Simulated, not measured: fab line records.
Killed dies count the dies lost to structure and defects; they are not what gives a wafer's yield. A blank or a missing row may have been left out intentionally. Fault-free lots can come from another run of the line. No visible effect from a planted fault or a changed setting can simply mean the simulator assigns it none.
Chamber matching / flow nand_harc / rie_diel-12 running NHARC_A_CONTACT_ETCH_90: 4 sister chambers
The step etches the open film in CH3F/O2, target depth 40 nm, time 85.7 s. 7 wafers are shown with their chamber, then 7 later ones without.

WAFERS, EACH WITH ITS CHAMBER
wafer=L083.1; chamber=3; showerhead_plenum_p_Torr (Torr)=2.61; drypump_motor_current_A (A)=5.89
wafer=L087.6; chamber=1; showerhead_plenum_p_Torr (Torr)=2.64; drypump_motor_current_A (A)=6.24
wafer=L089.4; chamber=0; showerhead_plenum_p_Torr (Torr)=2.35; drypump_motor_current_A (A)=6.21
wafer=L089.5; chamber=0; showerhead_plenum_p_Torr (Torr)=2.35; drypump_motor_current_A (A)=6.20
wafer=L089.6; chamber=3; showerhead_plenum_p_Torr (Torr)=2.60; drypump_motor_current_A (A)=5.88
wafer=L092.3; chamber=2; showerhead_plenum_p_Torr (Torr)=2.39; drypump_motor_current_A (A)=6.28
wafer=L092.5; chamber=1; showerhead_plenum_p_Torr (Torr)=2.63; drypump_motor_current_A (A)=6.23

WAFERS WITH NO CHAMBER GIVEN
wafer=L092.6; showerhead_plenum_p_Torr (Torr)=2.35; drypump_motor_current_A (A)=6.19
wafer=L094.2; showerhead_plenum_p_Torr (Torr)=2.63; drypump_motor_current_A (A)=6.24
wafer=L094.4; showerhead_plenum_p_Torr (Torr)=2.60; drypump_motor_current_A (A)=5.89
wafer=L094.6; showerhead_plenum_p_Torr (Torr)=2.39; drypump_motor_current_A (A)=6.27
wafer=L096.2; showerhead_plenum_p_Torr (Torr)=2.63; drypump_motor_current_A (A)=6.26
wafer=L096.3; showerhead_plenum_p_Torr (Torr)=2.39; drypump_motor_current_A (A)=6.29
wafer=L096.5; showerhead_plenum_p_Torr (Torr)=2.60; drypump_motor_current_A (A)=5.87

WHICH CHAMBER EACH ONE RAN IN
wafer=L092.6; from the rows above=0; in truth=0
wafer=L094.2; from the rows above=1; in truth=1
wafer=L094.4; from the rows above=3; in truth=3
wafer=L094.6; from the rows above=2; in truth=2
wafer=L096.2; from the rows above=1; in truth=1
wafer=L096.3; from the rows above=2; in truth=2
wafer=L096.5; from the rows above=3; in truth=3
Correctly placed: 7 of 7. Can't be placed from these rows: 0. Number placed wrongly: 0.
How it was worked out, from the rows above alone: a wafer's distance from a chamber is the root of the sum, over the readings, of the square of ((its reading less the chamber's mean) divided by the reading's scatter). The wafer belongs to the nearest chamber; if the next one is less than 2 further off, it can't be placed. A chamber's mean is the mean of its shown wafers. The scatter: take each reading less its chamber's mean, square it, sum over the shown wafers, divide by the number of wafers less the number of chambers, and take the root.
